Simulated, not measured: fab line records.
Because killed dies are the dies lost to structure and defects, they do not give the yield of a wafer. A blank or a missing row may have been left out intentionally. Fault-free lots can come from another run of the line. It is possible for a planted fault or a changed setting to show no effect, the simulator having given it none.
Which tool did it? + flow nand harc + 36 wafers from 12 lots sampled at 5 of the route's 1302 steps

## WHAT THE GAUGES SHOWED, per wafer
NHARC_END_SORT_01.
| lot  | measured     | on        | killed at array | killed at other | killed at periphery | killed dies | killed open | killed short |
|------|--------------|-----------|-----------------|-----------------|---------------------|-------------|-------------|--------------|
| L457 | day 27 07:34 | prober-01 | 50 78 72        | 1 0 2           | 2 2 2               | 53 80 76    | 3 5 1       | 0 4 2        |
| L458 | day 27 16:54 | prober-01 | 40 36 47        | 5 3 0           | 2 0 3               | 47 39 50    | 4 2 4       | 1 2 4        |
| L463 | day 28 23:00 | prober-02 | 25 37 46        | 2 3 1           | 3 10 8              | 30 50 55    | 3 6 4       | 2 0 1        |
| L462 | day 28 22:59 | prober-01 | 48 54 39        | 2 1 2           | 11 9 13             | 61 64 54    | 3 7 4       | 1 1 3        |
| L461 | day 29 06:45 | prober-01 | 65 107 89       | 0 0 1           | 8 5 3               | 73 112 93   | 7 3 3       | 5 2 2        |

## WHICH TOOL RAN EACH LOT (tool, then ch and the chambers of the sampled wafers, then the start)
| lot  | NHARC_A_SLIT_STRIP_18                         | NHARC_A_WL_FILL_RTA_01           | NHARC_A_WL_FILL_CVD_03        | NHARC_A_WL_FILL_ETCHBACK_05       |
|------|-----------------------------------------------|----------------------------------|-------------------------------|-----------------------------------|
| L451 | rie diel-10 ch 1,2,3, day 20 23:12 or earlier | rtp anneal-01 ch 0, day 20 23:12 | cvd w-01 ch 0,1, day 20 23:53 | rie metal-03 ch 0, day 21 00:40   |
| L453 | rie diel-10 ch 0,1,2, day 21 02:55 or earlier | rtp anneal-02 ch 0, day 21 02:55 | cvd w-02 ch 0,1, day 21 03:34 | rie metal-03 ch 0, day 21 04:23   |
| L452 | rie diel-10 ch 1,2, day 21 08:13 or earlier   | rtp anneal-02 ch 0, day 21 08:13 | cvd w-02 ch 1, day 21 08:56   | rie metal-01 ch 0,1, day 21 09:31 |
| L457 | rie diel-06 ch 0,2,3, day 22 21:08 or earlier | rtp anneal-02 ch 0, day 22 21:08 | cvd w-01 ch 0,1, day 22 21:47 | rie metal-02 ch 0,1, day 22 22:24 |
| L456 | rie diel-10 ch 0,2,3, day 22 20:58 or earlier | rtp anneal-02 ch 0, day 22 20:58 | cvd w-02 ch 0,1, day 22 21:37 | rie metal-01 ch 0,1, day 22 22:14 |
| L458 | rie diel-02 ch 2,3, day 23 12:24 or earlier   | rtp anneal-02 ch 0, day 23 12:24 | cvd w-01 ch 0,1, day 23 13:07 | rie metal-02 ch 0,1, day 23 13:38 |
| L463 | rie diel-02 ch 0,1,2, day 24 13:30 or earlier | rtp anneal-02 ch 0, day 24 13:30 | cvd w-02 ch 0,1, day 24 14:12 | rie metal-01 ch 0,1, day 24 14:46 |
| L462 | rie diel-06 ch 1,2,3, day 24 23:15 or earlier | rtp anneal-02 ch 0, day 24 23:15 | cvd w-01 ch 0,1, day 24 23:57 | rie metal-02 ch 0,1, day 25 00:31 |
| L461 | rie diel-10 ch 0,1,2, day 25 03:03 or earlier | rtp anneal-01 ch 0, day 25 03:03 | cvd w-02 ch 0,1, day 25 03:42 | rie metal-03 ch 0,1, day 25 04:19 |
| L466 | rie diel-02 ch 0,2,3, day 26 13:55 or earlier | rtp anneal-01 ch 0, day 26 13:55 | cvd w-01 ch 0,1, day 26 14:37 | rie metal-01 ch 0,1, day 26 15:11 |
| L471 | rie diel-10 ch 0,1,2, day 29 09:55 or earlier | rtp anneal-01 ch 0, day 29 09:55 | cvd w-01 ch 0,1, day 29 10:37 | rie metal-01 ch 0,1, day 29 11:10 |
| L473 | rie diel-02 ch 0,2,3, day 29 19:52 or earlier | rtp anneal-02 ch 0, day 29 19:52 | cvd w-02 ch 0,1, day 29 20:32 | rie metal-01 ch 0,1, day 29 21:09 |
- NHARC_A_SLIT_STRIP_18: strips in O2.
- NHARC_A_WL_FILL_RTA_01: time 5 s.
- NHARC_A_WL_FILL_CVD_03: deposits W, target thk 40 nm, time 279 s.
- NHARC_A_WL_FILL_ETCHBACK_05: etches the open film in Cl2/BCl3, target depth 22 nm, time 60 s.

## WHAT THE TOOLS THEMSELVES READ (means of the sampled wafers that have a number; where no wafer has one, the mark that the record gives instead)
NHARC_A_SLIT_STRIP_18.
| lot  | tool        | drypump motor current A (A) | o2 flow sccm (sccm) | oes product au (a.u.) | rf vpp V (V) | showerhead plenum p Torr (Torr) | throttle valve pct (%) |
|------|-------------|-----------------------------|---------------------|-----------------------|--------------|---------------------------------|------------------------|
| L451 | rie diel-10 | 6.0                         | 500.5               | 1.004                 | 57.7         | 3.47                            | 17.030                 |
| L453 | rie diel-10 | 5.8                         | 500.2               | 0.997                 | 58.0         | 3.49                            | 17.039                 |
| L452 | rie diel-10 | 5.6                         | 497.8               | 1.004                 | 57.5         | 3.55                            | 17.026                 |
| L457 | rie diel-06 | 5.8                         | 499.9               | 1.000                 | 57.4         | 3.50                            | 17.035                 |
| L456 | rie diel-10 | 6.2                         | 500.5               | 0.990                 | 58.3         | 3.41                            | 17.040                 |
| L458 | rie diel-02 | 5.8                         | 500.0               | 0.990                 | 58.2         | 3.67                            | 17.040                 |
| L463 | rie diel-02 | 5.6                         | 500.8               | 1.004                 | 57.2         | 3.54                            | 17.038                 |
| L462 | rie diel-06 | 5.5                         | 499.3               | 1.010                 | 57.6         | 3.50                            | 17.044                 |
| L461 | rie diel-10 | 5.8                         | 499.6               | 1.003                 | 58.0         | 3.49                            | 17.035                 |
| L466 | rie diel-02 | 5.4                         | 502.2               | 1.002                 | 58.2         | 3.59                            | 17.039                 |
| L471 | rie diel-10 | 5.7                         | 501.2               | 0.999                 | 57.9         | 3.49                            | 17.038                 |
| L473 | rie diel-02 | 5.4                         | 500.1               | 1.003                 | 58.4         | 3.59                            | 17.040                 |

NHARC_A_WL_FILL_RTA_01.
| lot  | tool          | lamp power pct (%) | wafer_temp_C_max |
|------|---------------|--------------------|------------------|
| L451 | rtp anneal-01 | 31.76              | 1006.3           |
| L453 | rtp anneal-02 | 31.66              | 1003.8           |
| L452 | rtp anneal-02 | 31.67              | 1003.5           |
| L457 | rtp anneal-02 | 31.69              | 1002.8           |
| L456 | rtp anneal-02 | 31.69              | 1003.1           |
| L458 | rtp anneal-02 | 31.64              | 1003.8           |
| L463 | rtp anneal-02 | 31.68              | 1003.7           |
| L462 | rtp anneal-02 | 31.64              | 1004.1           |
| L461 | rtp anneal-01 | 31.73              | 1005.9           |
| L466 | rtp anneal-01 | 31.70              | 1006.0           |
| L471 | rtp anneal-01 | 31.75              | 1006.1           |
| L473 | rtp anneal-02 | 31.69              | 1004.7           |

NHARC_A_WL_FILL_CVD_03.
| lot  | tool     | heater power w (W) | throttle valve pct (%) |
|------|----------|--------------------|------------------------|
| L451 | cvd w-01 | 411                | 7.79                   |
| L453 | cvd w-02 | 491                | 8.00                   |
| L452 | cvd w-02 | 475                | 8.26                   |
| L457 | cvd w-01 | 416                | 7.78                   |
| L456 | cvd w-02 | 502                | 8.06                   |
| L458 | cvd w-01 | 421                | 7.86                   |
| L463 | cvd w-02 | 492                | 8.16                   |
| L462 | cvd w-01 | 419                | 7.75                   |
| L461 | cvd w-02 | 492                | 8.09                   |
| L466 | cvd w-01 | 417                | 7.71                   |
| L471 | cvd w-01 | 426                | 7.75                   |
| L473 | cvd w-02 | 473                | 8.33                   |

NHARC_A_WL_FILL_ETCHBACK_05.
| lot  | tool         | drypump motor current A (A) | oes product au (a.u.) | run length s (s) |
|------|--------------|-----------------------------|-----------------------|------------------|
| L451 | rie metal-03 | 5.98                        | 1.002                 | 80.6             |
| L453 | rie metal-03 | 5.99                        | 1.000                 | 80.9             |
| L452 | rie metal-01 | 5.81                        | 1.003                 | 81.7             |
| L457 | rie metal-02 | 5.48                        | 1.004                 | 81.6             |
| L456 | rie metal-01 | 5.93                        | 0.997                 | 81.4             |
| L458 | rie metal-02 | 5.38                        | 0.999                 | 81.5             |
| L463 | rie metal-01 | 5.93                        | 0.988                 | 81.5             |
| L462 | rie metal-02 | 5.38                        | 1.009                 | 81.9             |
| L461 | rie metal-03 | 6.10                        | 0.993                 | 80.9             |
| L466 | rie metal-01 | 5.81                        | 0.999                 | 82.1             |
| L471 | rie metal-01 | 5.94                        | 1.001                 | 91.3             |
| L473 | rie metal-01 | 5.81                        | 0.997                 | 86.7             |

## THE ANSWER, worked out from the rows above alone
Rule: the lots themselves supply what counts as usual. Put in order of their means at a reading, lots are off if they are a third of the lots or fewer, leave a main group of 4 or more, and stand apart from it by a gap of 3 or more times the standard deviation of the main group's means; of several such gaps the widest counts. A main group whose means are all the same, to the digits that the tables above print for the reading, isn't used. Also off: a lot with no number at a reading for which 4 or more lots have one. Where the step has rows for the other lots, those lots are counted as sound. Order of review: gauges by route order, followed by the tools' own readings, for which a lot's mean as printed above is used. The first step at which some lot is off is used, and at that step the reading that is off furthest; a lot without a number counts as furthest.
Off: L471, L473 (NHARC_A_WL_FILL_ETCHBACK_05, run length s). For the main group the mean is 81.4 s and the standard deviation 0.45.
If a tool, at that step or one of the process steps before it, ran each lot that is off and ran no sound lot following the first of them, it fits. NHARC_A_SLIT_STRIP_18 gives no start for some lots, so the hours and the order of its lots are those of NHARC_A_WL_FILL_RTA_01. One fits: rie metal-01 at NHARC_A_WL_FILL_ETCHBACK_05. Its last sound lot is L466 (day 26 15:11), its first lot that is off L471 (day 29 11:10): a fault that began between those two fits.
The tool's own readings at NHARC_A_WL_FILL_ETCHBACK_05 bear it out: on the lots that are off they differ by more than 5 times the standard deviation of the sound lots' means. run length s reads 89.0 s there against 81.4 s on the sound lots.

## WHAT HAD BEEN PUT IN BY THE SIMULATOR
rie metal-01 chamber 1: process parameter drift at NHARC_A_WL_FILL_ETCHBACK_05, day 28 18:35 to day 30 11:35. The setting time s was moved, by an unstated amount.
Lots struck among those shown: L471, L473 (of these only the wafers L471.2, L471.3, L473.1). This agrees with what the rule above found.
